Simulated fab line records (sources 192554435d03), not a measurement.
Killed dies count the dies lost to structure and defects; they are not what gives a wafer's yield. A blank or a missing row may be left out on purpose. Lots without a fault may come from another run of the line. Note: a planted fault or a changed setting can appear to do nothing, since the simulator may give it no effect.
8D (eight disciplines) problem report, filled in by code    flow n5-finfet    the parts of the form that need people (team, actions taken, sign-off) are left out

== 1. WHAT WENT WRONG ==
Mean of lamp-power-pct at N5_BEOL_M8_CURE_75: 51.46 % across 4 wafers in 3 lots; on wafers with no fault it is 52.31 % (standard deviation 0.053). That puts it -16 standard deviations away from the usual mean.
The step: cures SiCOH lowk, time 120 s.
First seen on wafer L852.4, day 13 10:43, on uv-cure-01. The record has a number at this step for 34 wafers belonging to 12 lots. Rule for "out" (also "out of limits"): further than 4 standard deviations from the usual mean. The other wafers with a number count as sound.

== 2. WHAT IT IS, AND WHAT IT ISN'T ==
question                     is                              is not
which readings at this step  lamp-power-pct, run-length-s    wafer_temp_C_max
which lots                   L852, L855, L857                L838, L839, L840, L842, L844, L845, L847, L859, L860
which wafers of those lots   L852.4, L855.4, L857.4, L857.5  L852.1, L855.1, L855.2
read on which tools          uv-cure-01                      uv-cure-02, uv-cure-03
when                         from day 13 10:43               up to then (22 sound wafers); but 8 sound wafers of L855, L859, L860 came after

== 3. THE SUSPECTS, EACH WITH WHAT RULES IT OUT ==
Counting: any tool at a process step up to the reading remains a suspect provided it ran every lot that is out. Sound lots after the first of them don't rule it out here, since some wafers of a struck lot are sound.
- uv-cure-01 at N5_BEOL_M8_CURE_75 (cures SiCOH lowk, time 120 s): kept. It processed each lot that is out (first: L852, day 13 10:43); up to then, its last sound lot is L838 (day 8 21:21). Out on those wafers are its own readings of lamp-power-pct, run-length-s.
Left after counting: uv-cure-01 at N5_BEOL_M8_CURE_75.

== 4. THE CAUSE (what the simulator had put in) ==
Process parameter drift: uv-cure-01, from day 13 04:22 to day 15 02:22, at N5_BEOL_M8_CURE_75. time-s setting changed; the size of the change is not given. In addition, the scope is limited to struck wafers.
Counting left only this tool.

== 5. THE CHAIN OF EFFECTS, in route order ==
One row per reading whose mean, taken over the struck wafers that have a number, lies over 3 standard deviations from the usual. Only readings whose record carries a usual standard deviation are examined. hours: median over the lots of the time between each lot's start at the first step of this table that gives one and its start at this step. sigmas: the change, counted in usual standard deviations.
hours  step                reading         usual    on struck wafers  change  sigmas
0      N5_BEOL_M8_CURE_75  lamp-power-pct  52.31 %  51.46             -0.85   -16
0      N5_BEOL_M8_CURE_75  run-length-s    178.2 s  160.5             -17.7   -13
Process steps it contains:
- N5_BEOL_M8_CURE_75: cures SiCOH lowk, time 120 s.

== 6. HOW IT WOULD HAVE BEEN CAUGHT EARLIER ==
The fault began at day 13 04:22; the first out-of-limits reading in this record came at day 13 10:43, 6 hours later.
